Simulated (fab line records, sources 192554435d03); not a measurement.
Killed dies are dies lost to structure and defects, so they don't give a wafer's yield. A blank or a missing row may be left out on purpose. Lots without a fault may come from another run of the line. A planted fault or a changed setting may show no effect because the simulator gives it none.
Which tool did it? | flow n5_finfet | 10 lots, 30 wafers sampled, at 3 steps of a route of 1938

WHAT THE GAUGES READ, wafer by wafer
N5_BEOL_M6_CD_MEAS_28: target cd 40 nm.
lot  | measured     | on        | cd_nm (nm)
L747 | day 8 22:04  | cd_sem-01 | 40.14 39.70 40.21
L749 | day 8 22:14  | cd_sem-03 | 40.13 40.42 39.52
L748 | day 9 03:05  | cd_sem-03 | 39.99 40.36 39.96
L752 | day 10 00:25 | cd_sem-03 | 40.08 39.94 39.89
L753 | day 10 08:04 | cd_sem-02 | 39.64 39.66 39.56
L759 | day 12 00:11 | cd_sem-02 | 40.70 40.26 40.67
L760 | day 12 07:48 | cd_sem-01 | 40.83 40.76 40.69
L767 | day 13 19:20 | cd_sem-01 | 40.01 39.72 40.09
L768 | day 14 05:32 | cd_sem-01 | 39.91 40.10 39.76
L769 | day 14 11:00 | cd_sem-03 | 40.04 40.21 39.92

WHICH TOOL RAN EACH LOT (tool, then ch and the chambers of the sampled wafers, then the start)
lot  | N5_BEOL_M6_CURE_74            | N5_BEOL_M6_EXPOSE_25
L747 | uv_cure-03 ch 1, day 8 17:44  | euv_scanner-02 ch 0, day 8 21:57
L749 | uv_cure-03 ch 1, day 8 18:04  | euv_scanner-01 ch 0, day 8 22:06
L748 | uv_cure-03 ch 2, day 8 23:11  | euv_scanner-01 ch 0, day 9 02:57
L752 | uv_cure-02 ch 2, day 9 20:33  | euv_scanner-02 ch 0, day 10 00:17
L753 | uv_cure-02 ch 2, day 10 04:02 | euv_scanner-01 ch 0, day 10 07:56
L759 | uv_cure-01 ch 2, day 11 20:07 | euv_scanner-02 ch 0, day 12 00:04
L760 | uv_cure-02 ch 1, day 12 03:14 | euv_scanner-02 ch 0, day 12 07:40
L767 | uv_cure-01 ch 1, day 13 15:59 | euv_scanner-01 ch 0, day 13 19:13
L768 | uv_cure-01 ch 0, day 14 01:59 | euv_scanner-01 ch 0, day 14 05:25
L769 | uv_cure-02 ch 1, day 14 06:50 | euv_scanner-01 ch 0, day 14 10:52
- N5_BEOL_M6_CURE_74: cures SiCOH lowk, time 240 s.
- N5_BEOL_M6_EXPOSE_25: exposes mask V5, target cd 40 nm.

THE ANSWER, worked out from the rows above alone
Rule: what is usual is taken from the lots themselves. Put in order of their means at a reading, lots are off if they are a third of the lots or fewer, leave a main group of 4 or more, and stand apart from it by a gap of 3 or more times the standard deviation of the main group's means; of several such gaps the widest counts. A main group whose means are all the same, to the digits that the tables above print for the reading, isn't used. A lot without any number at a reading at which 4 lots or more have one is off too. The other lots that the step has rows for count as sound.
Off: L759, L760, at N5_BEOL_M6_CD_MEAS_28 (cd_nm). The main group: mean 39.96 nm, standard deviation 0.14.
A tool fits if, at a process step before that reading, it ran every lot that is off, and no sound lot after the first of them. The gauges at N5_BEOL_M6_CD_MEAS_28 are tried like those tools. One fits: euv_scanner-02 at N5_BEOL_M6_EXPOSE_25. Its last sound lot is L752 (day 10 00:17), its first lot that is off L759 (day 12 00:04): a fault that began between those two fits.

WHAT THE SIMULATOR HAD PUT IN
Process parameter drift: euv_scanner-02, from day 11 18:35 on, at N5_BEOL_M6_EXPOSE_25. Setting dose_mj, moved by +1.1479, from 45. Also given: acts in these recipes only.
Lots struck among those shown: L759, L760. The rule above found the same.
